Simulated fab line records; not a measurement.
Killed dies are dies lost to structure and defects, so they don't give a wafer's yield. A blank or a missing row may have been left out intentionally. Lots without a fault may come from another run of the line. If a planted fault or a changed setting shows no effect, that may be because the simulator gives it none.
fab line records ; flow n5-finfet
record: lots: 6; wafers: 17; last-day: 17
route steps=1938 shown BEOL_M5@1142 PASSIVATION@1936
lots that met no fault: taken from a fault-free run of the same line
start-h: hours from the record's first day to the start of the lot's first wafer shown ; wait-h: hours elapsed since this lot's preceding step ; " repeats the value in the row above ; L1.1+2: a row that stands for several wafers ; - no value present, or no start provided ; * or withheld: withheld ; < > ~ a bound
route shown NAME@n: NAME is a module with steps in the file, n the number in the route of the first one ; usual: the fault-free wafers' mean and standard deviation ; same: alike in all rows ; chamber/n: place in a boat ; sites: each site's reading ; _std_site: how widely they spread, as a standard deviation ; _edge_site: the outer-site mean with the inner-site mean subtracted ; radius-mm: for every site, how far away it sits from the centre of the wafer ; mask NAME#n: copy n ; behind: the last tool/chamber to shape the wafer ; hold: what put the lot on hold/how long, in hours/how the hold closed ; device: which transistor (n, p or np) failed to switch ; end of line: tests of these same wafers at the route's end ; where a step has no rows: the recipe by itself ; killed: at the first sort, the dies lost to defects and structure; wafer yield is something else ; map: dies across one wafer; x = killed, . = not, _ = none there
set.NAME: the setting as run; set.NAME@STEP: as run at that earlier step ; model.NAME: the simulator's own value behind a step, which no gauge read
a table for each step, a row for each wafer; lots at some steps of the route
services: the hour from which a tool's chamber was out of use, counted from the record's first day as start-h (under 0 if before that day), plus the number of hours and why
== steps ==
step: N5_BEOL_M5_COAT_22
recipe: resist: CAR-EUV; spin-rpm: 1500; resist-thk-nm: 30
step: N5_BEOL_M5_EBR_24
recipe: solvent: PGMEA; ebr-width-mm: 1.5
step: N5_BEOL_M5_SOFTBAKE_23
recipe: temp-c: 110; time-s: 60; resist: CAR-EUV
step: N5_BEOL_M5_EXPOSE_25
recipe: mask-id: V4; na: 0.33; source-shape: quasar; sigma-inner: 0.2; sigma-outer: 0.6; polarization: unpolarized; defocus-nm: 10; dose-mj: 52.75
step: N5_BEOL_M5_PEB_26
recipe: peb-temp-c: 100; peb-time-s: 60; resist: CAR-EUV
step: N5_BEOL_M5_DEVELOP_27
recipe: develop-time-s: 30; developer: TMAH; resist: CAR-EUV; rinse-liquid: surfactant-rinse; dry: air-spin; dev-temp-c: 23
step: N5_BEOL_M5_CD_MEAS_28
recipe: target-cd-nm: 30.6; landing-energy-ev: 500; detector: se-inlens; target-cd-y-nm: 20; polarity: opening
usual: cd-nm: 30.63/0.28
same: landing-energy-ev: 500
lot.wafer;tool;chamber;start-h;wait-h;cd-nm
L370.1;cd-sem-01;0;194.18;-;30.29
L370.2;cd-sem-01;0;194.18;-;30.18
L370.4;cd-sem-01;0;194.18;-;30.57
L371.2;cd-sem-02;0;208.41;-;30.46
L371.3;cd-sem-02;0;208.41;-;30.68
L371.5;cd-sem-02;0;208.41;-;30.48
L376.1;cd-sem-02;0;238.57;-;30.41
L376.2;cd-sem-02;0;238.57;-;30.15
L376.4;cd-sem-02;0;238.57;-;30.44
L382.4;cd-sem-03;0;275.13;-;30.66
L382.6;cd-sem-03;0;275.13;-;30.61
L384.2;cd-sem-02;0;289.94;-;31.13
L384.3;cd-sem-02;0;289.94;-;30.62
L384.5;cd-sem-02;0;289.94;-;31.26
L385.2;cd-sem-02;0;302.17;-;30.49
L385.4;cd-sem-02;0;302.17;-;30.94
L385.6;cd-sem-02;0;302.17;-;30.47
step: N5_BEOL_M5_OVL_MEAS_29
recipe: points-per-wafer: 522
usual: V4_OVL: -0.2/0.65
lot.wafer;tool;chamber;start-h;wait-h;V4_OVL[nm]
L370.1;overlay-02;0;194.21;0.0;0.4
L370.2;overlay-02;0;194.21;0.0;0.2
L370.4;overlay-02;0;194.21;0.0;-0.1
L371.2;overlay-02;0;208.44;0.0;0.4
L371.3;overlay-02;0;208.44;0.0;-0.3
L371.5;overlay-02;0;208.44;0.0;-0.5
L376.1;overlay-02;0;238.60;0.0;0.2
L376.2;overlay-02;0;238.60;0.0;-0.1
L376.4;overlay-02;0;238.60;0.0;-0.8
L382.4;overlay-01;0;275.17;0.0;-0.2
L382.6;overlay-01;0;275.17;0.0;-0.5
L384.2;overlay-01;0;289.97;0.0;-0.3
L384.3;overlay-01;0;289.97;0.0;-0.4
L384.5;overlay-01;0;289.97;0.0;-0.6
L385.2;overlay-01;0;302.20;0.0;-0.9
L385.4;overlay-01;0;302.20;0.0;-1.3
L385.6;overlay-01;0;302.20;0.0;-0.8
step: N5_BEOL_M5_INSPECT_30
recipe: mode: adi; inspect-instrument: brightfield
usual: raw-defect-count: 373/81
lot.wafer;tool;chamber;start-h;wait-h;raw-defect-count
L370.1;defect-inspect-01;-;194.27;0.1;360
L370.2;defect-inspect-01;-;194.27;0.1;248
L370.4;defect-inspect-01;-;194.27;0.1;457
L371.2;defect-inspect-01;-;208.50;0.0;436
L371.3;defect-inspect-01;-;208.50;0.0;392
L371.5;defect-inspect-01;-;208.50;0.0;365
L376.1;defect-inspect-01;-;238.66;0.1;454
L376.2;defect-inspect-01;-;238.66;0.1;436
L376.4;defect-inspect-01;-;238.66;0.1;508
L382.4;defect-inspect-02;-;275.22;0.0;317
L382.6;defect-inspect-02;-;275.22;0.0;374
L384.2;defect-inspect-01;-;290.03;0.0;317
L384.3;defect-inspect-01;-;290.03;0.0;362
L384.5;defect-inspect-01;-;290.03;0.0;273
L385.2;defect-inspect-01;-;302.25;0.0;314
L385.4;defect-inspect-01;-;302.25;0.0;439
L385.6;defect-inspect-01;-;302.25;0.0;235
step: N5_BEOL_M5_DESCUM_33
recipe: chemistry: O2; time-s: 7; source-power-w: 50; bias-power-w: 20; pressure-mtorr: 20; rf-frequency-hz: 2.712e+07; temp-c: 40; resist: CAR-EUV; o2-flow-sccm: 225
usual: drypump-motor-current-A: 5.8/0.49; oes-product-au: 0.73/0.056; rf-vpp-V: 243.0/1.4; showerhead-plenum-p-Torr: 2.08/0.065; throttle-valve-pct: 20.48/0.17
lot.wafer;tool;chamber;start-h;wait-h;drypump-motor-current-A;oes-product-au;rf-hours-counter-h;rf-vpp-V;showerhead-plenum-p-Torr;throttle-valve-pct
L370.1;rie-diel-02;0;194.31;0.0;5.7;0.73;168;243.8;2.09;20.30
L370.2;rie-diel-02;3;194.31;0.0;5.9;0.69;204;242.0;2.00;20.53
L370.4;rie-diel-02;1;194.31;0.0;6.2;0.71;194;243.7;2.17;20.47
L371.2;rie-diel-01;2;208.53;0.0;5.9;0.72;194;244.4;2.14;20.48
L371.3;rie-diel-01;1;208.53;0.0;6.5;0.90;50;243.2;2.13;20.27
L371.5;rie-diel-01;2;208.53;0.0;5.9;0.71;-;244.3;2.14;20.47
L376.1;rie-diel-01;1;238.70;0.0;6.5;0.89;59;242.9;2.12;20.29
L376.2;rie-diel-01;0;238.70;0.0;6.0;0.77;167;241.0;2.02;20.81
L376.4;rie-diel-01;3;238.70;0.0;5.0;0.70;212;242.1;2.01;20.61
L382.4;rie-diel-01;3;275.34;0.1;5.0;0.70;223;242.1;2.00;20.62
L382.6;rie-diel-01;3;275.34;0.1;5.0;0.70;-;243.2;2.00;20.62
L384.2;rie-diel-02;3;290.54;0.5;5.9;0.68;233;242.2;1.99;20.56
L384.3;rie-diel-02;0;290.54;0.5;5.7;0.71;196;242.7;2.08;20.34
L384.5;rie-diel-02;2;290.54;0.5;4.9;0.72;-;243.0;2.05;20.28
L385.2;rie-diel-02;0;302.29;0.0;5.7;0.71;200;242.2;2.08;20.36
L385.4;rie-diel-02;1;302.29;0.0;6.1;0.69;224;244.3;2.16;20.51
L385.6;rie-diel-02;0;302.29;0.0;5.7;0.70;-;243.1;2.08;20.36
step: N5_BEOL_M5_ETCH_75
recipe: chemistry: N2/H2; target: underlayer; target-depth-a: 65; mask-material: CAR-EUV; time-s: 5.2; ion-energy-ev: 200; pressure-mtorr: 30; source-w: 840; bias-w: 150; n2-flow-sccm: 200; h2-flow-sccm: 200; ends: cleared
usual: drypump-motor-current-A: 5.8/0.49; etch-rf-on-time-s: 5.22/0.12; oes-product-au: 0.62/0.041; rf-vpp-V: 523.2/2.8; showerhead-plenum-p-Torr: 2.52/0.081; throttle-valve-pct: 17.90/0.15
lot.wafer;tool;chamber;start-h;wait-h;drypump-motor-current-A;etch-rf-on-time-s;oes-product-au;rf-hours-counter-h;rf-vpp-V;showerhead-plenum-p-Torr;throttle-valve-pct
L370.1;rie-diel-02;0;194.34;0.0;5.7;5.05;0.63;168;523.5;2.53;17.75
L370.2;rie-diel-02;3;194.34;0.0;5.9;5.39;0.57;204;520.2;2.43;18.04
L370.4;rie-diel-02;1;194.34;0.0;6.2;5.24;0.61;194;524.0;2.60;17.68
L371.2;rie-diel-01;2;208.57;0.0;6.0;5.34;0.61;194;526.4;2.62;17.97
L371.3;rie-diel-01;1;208.57;0.0;6.5;5.39;0.74;50;524.4;2.59;17.82
L371.5;rie-diel-01;2;208.57;0.0;6.0;5.31;0.61;-;526.6;2.62;17.98
L376.1;rie-diel-01;1;238.73;0.0;6.5;5.35;0.72;59;525.1;2.59;17.87
L376.2;rie-diel-01;0;238.73;0.0;6.1;5.29;0.65;167;519.8;2.43;17.98
L376.4;rie-diel-01;3;238.73;0.0;5.0;5.20;0.61;212;520.1;2.42;18.05
L382.4;rie-diel-01;3;275.37;0.0;5.0;5.19;0.59;223;519.8;2.42;18.08
L382.6;rie-diel-01;3;275.37;0.0;5.0;5.18;0.59;-;520.9;2.42;18.09
L384.2;rie-diel-02;3;290.57;0.0;5.9;5.36;0.57;233;519.6;2.42;18.08
L384.3;rie-diel-02;0;290.57;0.0;5.8;5.03;0.62;196;522.4;2.52;17.78
L384.5;rie-diel-02;2;290.57;0.0;4.9;5.08;0.61;-;524.5;2.51;17.83
L385.2;rie-diel-02;0;302.32;0.0;5.7;5.02;0.61;200;523.5;2.51;17.78
L385.4;rie-diel-02;1;302.32;0.0;6.2;5.16;0.61;224;524.9;2.59;17.71
L385.6;rie-diel-02;0;302.32;0.0;5.7;5.02;0.62;-;523.7;2.51;17.78
step: N5_BEOL_M5_ETCH_67
recipe: chemistry: CF4; target: SiARC; target-depth-a: 156; mask-material: CAR-EUV; time-s: 26; ion-energy-ev: 80; pressure-mtorr: 40; source-w: 545; bias-w: 36; Ar_flow_sccm: 100; cf4-flow-sccm: 100; ends: cleared
usual: drypump-motor-current-A: 5.7/0.49; etch-rf-on-time-s: 26.1/0.52; oes-product-au: 0.62/0.043; rf-vpp-V: 184.0/1.2; showerhead-plenum-p-Torr: 2.13/0.07; throttle-valve-pct: 15.69/0.13
lot.wafer;tool;chamber;start-h;wait-h;drypump-motor-current-A;etch-rf-on-time-s;oes-product-au;rf-hours-counter-h;rf-vpp-V;showerhead-plenum-p-Torr;throttle-valve-pct
L370.1;rie-diel-02;0;194.36;0.0;5.7;25.5;0.63;168;182.8;2.14;15.59
L370.2;rie-diel-02;3;194.36;0.0;5.9;27.0;0.59;204;183.0;2.04;15.72
L370.4;rie-diel-02;1;194.36;0.0;6.2;25.7;0.61;194;185.7;2.22;15.68
L371.2;rie-diel-01;2;208.58;0.0;6.0;26.7;0.61;194;185.5;2.22;15.85
L371.3;rie-diel-01;1;208.58;0.0;6.5;26.6;0.74;50;185.0;2.17;15.44
L371.5;rie-diel-01;2;208.58;0.0;6.0;26.8;0.61;-;185.3;2.22;15.87
L376.1;rie-diel-01;1;238.75;0.0;6.5;26.3;0.73;59;183.8;2.17;15.46
L376.2;rie-diel-01;0;238.75;0.0;6.0;25.9;0.65;167;182.5;2.05;15.83
L376.4;rie-diel-01;3;238.75;0.0;5.0;25.6;0.60;212;182.7;2.05;15.70
L382.4;rie-diel-01;3;275.39;0.0;5.0;25.9;0.59;223;182.6;2.04;15.72
L382.6;rie-diel-01;3;275.39;0.0;5.0;25.9;0.59;-;183.2;2.04;15.72
L384.2;rie-diel-02;3;290.59;0.0;5.9;26.6;0.57;233;181.3;2.03;15.76
L384.3;rie-diel-02;0;290.59;0.0;5.7;24.8;0.62;196;183.9;2.13;15.63
L384.5;rie-diel-02;2;290.59;0.0;4.9;25.5;0.61;-;183.2;2.11;15.58
L385.2;rie-diel-02;0;302.34;0.0;5.8;25.4;0.61;200;184.2;2.13;15.67
L385.4;rie-diel-02;1;302.34;0.0;6.2;25.8;0.60;224;186.4;2.21;15.74
L385.6;rie-diel-02;0;302.34;0.0;5.8;25.6;0.61;-;182.4;2.13;15.65
step: N5_BEOL_M5_ETCH_68
recipe: chemistry: N2/H2; target: SOC; target-depth-a: 800; overetch-a: 160; mask-material: SiARC; temp-c: 40; time-s: 120; ion-energy-ev: 200; pressure-mtorr: 30; source-w: 840; bias-w: 150; n2-flow-sccm: 200; h2-flow-sccm: 200
usual: drypump-motor-current-A: 5.8/0.49; oes-product-au: 0.56/0.038; rf-vpp-V: 523.2/2.4; showerhead-plenum-p-Torr: 2.52/0.081; throttle-valve-pct: 17.86/0.15
lot.wafer;tool;chamber;start-h;wait-h;drypump-motor-current-A;oes-product-au;rf-hours-counter-h;rf-vpp-V;showerhead-plenum-p-Torr;throttle-valve-pct;model.SiARC_of_BEOL_M5_COAT_66.thk-nm;model.BEOL_M5.cd-nm
L370.1;rie-diel-02;0;194.39;0.0;5.7;0.56;168;522.4;2.53;17.69;6.2;27.2
L370.2;rie-diel-02;3;194.39;0.0;5.9;0.54;204;521.7;2.43;18.00;6.6;27.8
L370.4;rie-diel-02;1;194.39;0.0;6.2;0.55;194;527.0;2.60;17.62;6.4;28
L371.2;rie-diel-01;2;208.61;0.0;5.9;0.56;194;526.5;2.62;17.94;6.4;28.4
L371.3;rie-diel-01;1;208.61;0.0;6.5;0.67;50;524.4;2.59;17.81;6.6;27.8
L371.5;rie-diel-01;2;208.61;0.0;5.9;0.55;-;526.9;2.62;17.92;6.4;27.6
L376.1;rie-diel-01;1;238.78;0.0;6.5;0.66;59;525.4;2.59;17.83;6.6;28
L376.2;rie-diel-01;0;238.78;0.0;6.0;0.58;167;521.1;2.43;17.95;3.4;29.2
L376.4;rie-diel-01;3;238.78;0.0;5.0;0.54;213;522.3;2.42;18.02;3.2;29.6
L382.4;rie-diel-01;3;275.42;0.0;5.0;0.54;223;519.8;2.42;18.03;3.2;28.8
L382.6;rie-diel-01;3;275.42;0.0;5.0;0.53;-;519.7;2.42;18.04;6.4;27.8
L384.2;rie-diel-02;3;290.62;0.0;5.9;0.52;233;521.1;2.42;18.07;6.6;27.8
L384.3;rie-diel-02;0;290.62;0.0;5.8;0.55;196;522.9;2.52;17.75;6.2;27.6
L384.5;rie-diel-02;2;290.62;0.0;4.9;0.55;-;523.7;2.51;17.80;6.4;27.8
L385.2;rie-diel-02;0;302.37;0.0;5.8;0.54;200;523.3;2.51;17.75;6.2;27.8
L385.4;rie-diel-02;1;302.37;0.0;6.2;0.54;224;525.5;2.59;17.67;6.4;29
L385.6;rie-diel-02;0;302.37;0.0;5.7;0.54;-;523.7;2.51;17.75;6.4;28
step: N5_BEOL_M5_STRIP_69
recipe: chemistry: N2/H2; temp-c: 40; n2-flow-sccm: 200; h2-flow-sccm: 200; rf-frequency-hz: 6e+07
step: N5_BEOL_M5_STRIP_76
recipe: chemistry: N2/H2; temp-c: 40; n2-flow-sccm: 200; h2-flow-sccm: 200; rf-frequency-hz: 6e+07
step: N5_BEOL_M5_VIA_ETCH_34
recipe: chemistry: C4F6/O2; target: SiCOH_lowk; target-depth-a: 883; mask-material: SOC; taper-deg: 4; time-s: 39.2; ion-energy-ev: 250; pressure-mtorr: 30; source-w: 345; bias-w: 185; Ar_flow_sccm: 300; C4F6_flow_sccm: 10; O2_flow_sccm: 10
usual: drypump-motor-current-A: 5.8/0.49; oes_o_777_au: 0.74/0.045; oes-product-au: 0.73/0.053; rf-vpp-V: 668/9.6; showerhead-plenum-p-Torr: 2.82/0.094; throttle-valve-pct: 20.91/0.16
lot.wafer;tool;chamber;start-h;wait-h;drypump-motor-current-A;oes_o_777_au;oes-product-au;rf-hours-counter-h;rf-vpp-V;showerhead-plenum-p-Torr;throttle-valve-pct;model.BEOL_M5.cd-nm
L370.1;rie-diel-02;0;194.49;0.0;5.7;0.76;0.74;168;662;2.84;20.74;27.2
L370.2;rie-diel-02;3;194.49;0.0;5.9;0.71;0.69;204;664;2.71;20.92;27.8
L370.4;rie-diel-02;1;194.49;0.0;6.2;0.74;0.72;194;666;2.95;20.91;28
L371.2;rie-diel-01;2;208.71;0.0;5.9;0.70;0.71;194;690;2.95;21.12;28.2
L371.3;rie-diel-01;1;208.71;0.0;6.5;0.84;0.87;50;661;2.87;20.62;27.8
L371.5;rie-diel-01;2;208.71;0.0;5.9;0.70;0.72;-;692;2.95;21.11;27.6
L376.1;rie-diel-01;1;238.88;0.0;6.5;0.83;0.86;59;663;2.87;20.66;28
L376.2;rie-diel-01;0;238.88;0.0;6.0;0.80;0.76;167;663;2.72;21.05;29.2
L376.4;rie-diel-01;3;238.88;0.0;5.0;0.72;0.70;213;668;2.72;20.96;29.6
L382.4;rie-diel-01;3;275.52;0.0;5.0;0.72;0.69;223;668;2.72;20.98;28.8
L382.6;rie-diel-01;3;275.52;0.0;5.0;0.71;0.69;-;667;2.72;20.96;27.8
L384.2;rie-diel-02;3;290.72;0.0;5.9;0.68;0.67;233;665;2.70;20.94;28
L384.3;rie-diel-02;0;290.72;0.0;5.7;0.74;0.71;196;661;2.82;20.78;27.6
L384.5;rie-diel-02;2;290.72;0.0;4.9;0.70;0.71;-;668;2.80;20.75;27.8
L385.2;rie-diel-02;0;302.47;0.0;5.8;0.73;0.71;200;661;2.82;20.78;27.8
L385.4;rie-diel-02;1;302.47;0.0;6.1;0.72;0.70;224;664;2.93;20.97;29.2
L385.6;rie-diel-02;0;302.47;0.0;5.8;0.74;0.71;-;661;2.82;20.80;28
step: N5_BEOL_M5_STRIP_85
recipe: chemistry: C4F6/O2; resist: SiARC; rf-frequency-hz: 6e+07
step: N5_PASSIVATION_PROBE_49
usual: defect-limited-yield: 91.0/1.3; killed_at_M0_to_M3: 36/9.5; killed_at_M4_up: 14/5.6; killed-at-contacts: 12/6.4; killed-at-front-end: 40/10; killed-at-other: 3.2/3; killed-dies: 107/15; killed-open: 69/12; killed-short: 35/7.7; sort_bin_5_function: 5.3/0.91; sort_bin_6_memory: 3.3/0.65; sort-n-pass: 1073/15; sort-yield-pct: 91.0/1.3
same: gross-dies: 1180; killed-at-back-side: 0; sort_bin_4_leakage[%]: 0; sort_bin_8_speed[%]: 0
lot.wafer;tool;chamber;start-h;wait-h;defect-limited-yield[%];killed_at_M0_to_M3;killed_at_M4_up;killed-at-contacts;killed-at-front-end;killed-at-other;killed-dies;killed-open;killed-short;sort_bin_5_function[%];sort_bin_6_memory[%];sort-n-pass;sort-yield-pct[%]
L376.2;prober-01;-;346.32;0.1;92.5;16;15;4;47;7;89;53;26;4.1;2.5;1091;92.5
L384.2;prober-01;-;391.66;0.1;90.5;38;11;12;51;0;112;69;43;6.1;3.1;1068;90.5
L384.3;prober-01;-;391.71;0.1;90.9;32;9;8;58;0;107;68;36;5.1;3.5;1073;90.9
L384.5;prober-01;-;391.81;0.2;89.3;32;31;13;50;0;126;81;45;6.2;4.2;1054;89.3
L385.2;prober-02;-;404.66;0.1;90.1;54;16;6;41;0;117;70;43;5.8;3.6;1063;90.1
L385.4;prober-02;-;404.76;0.2;90.6;31;8;7;65;0;111;68;39;6.1;3.0;1069;90.6
L385.6;prober-02;-;404.86;0.3;88.4;55;25;6;43;8;137;79;51;7.6;3.3;1043;88.4
killed by level:class
L376.2 BEOL_M4:geometric-particle:open=10 HKMG_FIN:area-etch=10 BEOL_M1:geometric-particle:open=9 FIN_SAQP:geometric-particle:open=7 FIN_SAQP:geometric-particle:short=5 GATE_CUT:geometric-particle:short=4 MOL_CONTACT_COAG:geometric-particle:open=4 STI_FIN_REVEAL:geometric-particle:open=3
L384.2 FIN_SAQP:geometric-particle:short=18 BEOL_M0_SAQP:geometric-particle:open=13 MOL_CONTACT_COAG:geometric-particle:open=11 BEOL_M0_SAQP:geometric-particle:short=9 STI_FIN_REVEAL:geometric-particle:open=8 FIN_SAQP:geometric-particle:open=7 BEOL_M3:geometric-particle:open=7 BEOL_M4:geometric-particle:open=7
L384.3 FIN_SAQP:geometric-particle:open=12 BEOL_M0_SAQP:geometric-particle:short=9 STI_FIN_REVEAL:geometric-particle:open=9 FIN_SAQP:geometric-particle:short=7 BEOL_M0_SAQP:geometric-particle:open=7 MOL_CONTACT_COAG:geometric-particle:open=7 BEOL_M2:geometric-particle:open=6 BEOL_M4:geometric-particle:open=6
L384.5 BEOL_M4:geometric-particle:open=16 FIN_SAQP:geometric-particle:short=13 MOL_CONTACT_COAG:geometric-particle:open=12 FIN_SAQP:geometric-particle:open=9 STI_FIN_REVEAL:geometric-particle:open=7 BEOL_M0_SAQP:geometric-particle:open=7 BEOL_M4:geometric-particle:short=7 BEOL_M2:geometric-particle:open=6
L385.2 BEOL_M0_SAQP:geometric-particle:short=15 BEOL_M0_SAQP:geometric-particle:open=15 FIN_SAQP:geometric-particle:short=14 FIN_SAQP:geometric-particle:open=9 BEOL_M1:geometric-particle:open=6 BEOL_M2:geometric-particle:open=5 BEOL_M3:geometric-particle:open=5 BEOL_M4:geometric-particle:open=5
L385.4 FIN_SAQP:geometric-particle:short=21 FIN_SAQP:geometric-particle:open=17 BEOL_M0_SAQP:geometric-particle:short=8 STI_FIN_REVEAL:geometric-particle:open=7 MOL_CONTACT_COAG:geometric-particle:open=7 BEOL_M0_SAQP:geometric-particle:open=7 STI_FIN_REVEAL:geometric-particle:short=4 DUMMY_GATE:geometric-particle:open=4
L385.6 BEOL_M0_SAQP:geometric-particle:short=15 BEOL_M0_SAQP:geometric-particle:open=14 BEOL_M4:geometric-particle:open=13 BEOL_M2:geometric-particle:open=10 FIN_SAQP:geometric-particle:open=8 GATE_CUT:geometric-particle:short=7 BEOL_M1:geometric-particle:open=7 FIN_SAQP:geometric-particle:short=6
== services ==
tool;chamber;start-h;hours;kind
rie-diel-01;0;181.02;4.1;repair
== key ==
first-sign none at tools or gauges
model-effect: step: N5_BEOL_M5_ETCH_68; value: SiARC_of_BEOL_M5_COAT_66.thk-nm; without: 6.4; struck: 3.267
model-effect: step: N5_BEOL_M5_VIA_ETCH_34; value: BEOL_M5.cd-nm; without: 28; struck: 29.2
met-at N5_BEOL_M5_ETCH_68
struck-wafers L376.2,L376.4,L382.4
baseline-loss: step: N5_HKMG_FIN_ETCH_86; wafers: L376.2
onset-between 208.61 238.78
fault: kind: process-parameter-drift; tool: rie-diel-01; chamber: -; onset-h: 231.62; steps: N5_BEOL_M5_ETCH_68; channel: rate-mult; offset: 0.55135; shape: step; end-h: 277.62; scope: struck-wafers-only
baseline-loss: these wafers lose ten dies or more at that step, a loss of the line's own and not of a fault; the sort's usual values leave them out
